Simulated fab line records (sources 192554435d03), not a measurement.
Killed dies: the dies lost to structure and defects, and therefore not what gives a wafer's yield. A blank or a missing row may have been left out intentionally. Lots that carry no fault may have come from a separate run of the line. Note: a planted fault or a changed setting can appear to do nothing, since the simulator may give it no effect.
A struck lot beside a sound one || flow n5Finfet || 36 steps out of a route of 1938
Sound: wafers L779.4, L779.5, L779.6. Wafers struck: L793.3, L793.4, L793.5. Last of all comes the cause.
For every step that has rows: the tool of each side, followed by ch and its chambers, followed by its first start. Under that, the readings that differ: sound wafers || struck wafers || difference of the means || sigmas: that difference in standard deviations of wafers without a fault.
alike: readings whose means differ by less than 2 such deviations, and words and numbers that are the same on both sides. not compared: withheld readings, readings that some wafer has no value for, bounds like >300 that may hide the same value, and numbers for which the record gives no deviation and whose values overlap.
The two part at a step that has a row with sigmas, a row that says differs or no value, or rows on one side only. Numbers that have no deviation but don't overlap get no sigmas and don't part them. Lack of a reading on every wafer of one side parts them only where that side has two or more wafers.

first, 12 steps without rows for these wafers: N5_BEOL_M2_ANNEAL_82 (time 240 s); N5_BEOL_M2_SPUTTER_86 (material Cu, target thk 4.5 nm, time 8.29 s); N5_BEOL_M2_ANNEAL_87 (time 240 s); N5_BEOL_M2_SPUTTER_88 (material Cu, target thk 4.5 nm, time 8.29 s); N5_BEOL_M2_ANNEAL_89 (time 240 s); N5_BEOL_M2_SPUTTER_90 (material Cu, target thk 4.5 nm, time 8.29 s); N5_BEOL_M2_ANNEAL_91 (time 240 s); N5_BEOL_M2_SPUTTER_92 (material Cu, target thk 4.5 nm, time 8.29 s); N5_BEOL_M2_ANNEAL_93 (time 240 s); N5_BEOL_M2_SPUTTER_94 (material Cu, target thk 4.5 nm, time 8.29 s); N5_BEOL_M2_ANNEAL_95 (time 240 s); N5_BEOL_M2_SPUTTER_96 (material Cu, target thk 4.5 nm, time 8.29 s).
N5_BEOL_M2_ECD_50: material Cu, target thk 300 nm.
  sound on ecdCu-01 ch 0,1, day 8 12:49; struck on ecdCu-01 ch 0,1, day 12 12:25
then, 22 steps without rows for these wafers: N5_BEOL_M2_ANNEAL_51 (time 90 s); N5_BEOL_M2_CMP_52 (polishes, stops on SiOC, t overpolish 6.8 s, target thk 40 nm); N5_BEOL_M2_PRE_CLEAN_60 (time 15 s); N5_BEOL_M2_CO_CAP_55 (material Co, precursor CCTBA/H2, target thk 2 nm, time 102.1 s); N5_BEOL_M2_PRE_CLEAN_56 (time 15 s); N5_BEOL_M2_DEP_57 (deposits SiCN from 3MS/NH3, target thk 8 nm, time 14 s); N5_BEOL_M3_ILD_DEP_00 (deposits SiOC from DEMS/O2, target thk 79 nm, time 15.3 s); N5_BEOL_M3_PECVD_72 (deposits SiO2 from TEOS/O2, target thk 16 nm, time 18 s); N5_BEOL_M3_HM_DEP_02 (deposits TiN, target thk 20 nm); N5_BEOL_M3_COAT_61 (time 60 s, resist thk 60 nm); N5_BEOL_M3_COAT_62 (time 60 s, resist thk 12 nm); N5_BEOL_M3_COAT_73 (time 60 s, resist thk 5 nm); N5_BEOL_M3_COAT_05 (resist thk 30 nm); N5_BEOL_M3_EBR_07; N5_BEOL_M3_SOFTBAKE_06 (time 60 s); N5_BEOL_M3_EXPOSE_08 (exposes mask M3); N5_BEOL_M3_PEB_09 (peb time 60 s); N5_BEOL_M3_DEVELOP_10 (develop time 30 s); N5_BEOL_M3_DESCUM_16 (chemistry O2, time 7 s); N5_BEOL_M3_ETCH_74 (etches underlayer in N2/H2, target depth 6.5 nm, time 5.2 s); N5_BEOL_M3_ETCH_63 (etches SiARC in CF4, target depth 15.6 nm, time 26 s); N5_BEOL_M3_ETCH_64 (etches SOC in N2/H2, target depth 75 nm, overetch 15 nm, time 112.5 s).
-- a jump in the record: the struck wafers' starts before and after are 6 days apart (it breaks off in module BEOL_M3 and resumes in module PASSIVATION, where the first step shown is number 1936 of the route) --
N5_PASSIVATION_PROBE_49:
  struck on prober-01, day 18 20:10; sound on prober-01, day 15 05:11
{"reading": "defectLimitedYield (%)", "sound": "90.3 91.6 92.0", "struck": "60.3 61.6 63.4", "difference": -29.5, "sigmas": -21}
{"reading": "killed_at_M0_to_M3", "sound": "38 27 38", "struck": "396 402 375", "difference": "+357", "sigmas": "+36"}
{"reading": "killedDies", "sound": "114 99 94", "struck": "468 453 432", "difference": "+349", "sigmas": "+21"}
{"reading": "killedOnRim", "sound": "16 18 6", "struck": "64 65 51", "difference": "+47", "sigmas": "+11"}
{"reading": "sort_bin_4_leakage (%)", "sound": "0 0 0", "struck": "0.17 0 0", "difference": "+0.06", "sigmas": "+4"}
{"reading": "sort_bin_5_function (%)", "sound": "5.7 4.9 4.7", "struck": "25.0 23.5 22.4", "difference": "+18.5", "sigmas": "+19"}
{"reading": "sort_bin_6_memory (%)", "sound": "3.4 3.1 3.1", "struck": "12.1 13.1 12.3", "difference": "+9.3", "sigmas": "+14"}
{"reading": "sortNPass", "sound": "1065 1080 1085", "struck": "710 727 748", "difference": -348, "sigmas": -20}
{"reading": "sortYieldPct (%)", "sound": "90.3 91.5 91.9", "struck": "60.2 61.6 63.4", "difference": -29.5, "sigmas": -21}
  alike: killed_at_M4_up, killedAtContacts, killedAtFrontEnd, killedAtOther, killedOpen, killedShort, sort_bin_8_speed

## WHERE THEY PART
Only at N5_PASSIVATION_PROBE_49, within this record.

WHY: what the simulator had put in
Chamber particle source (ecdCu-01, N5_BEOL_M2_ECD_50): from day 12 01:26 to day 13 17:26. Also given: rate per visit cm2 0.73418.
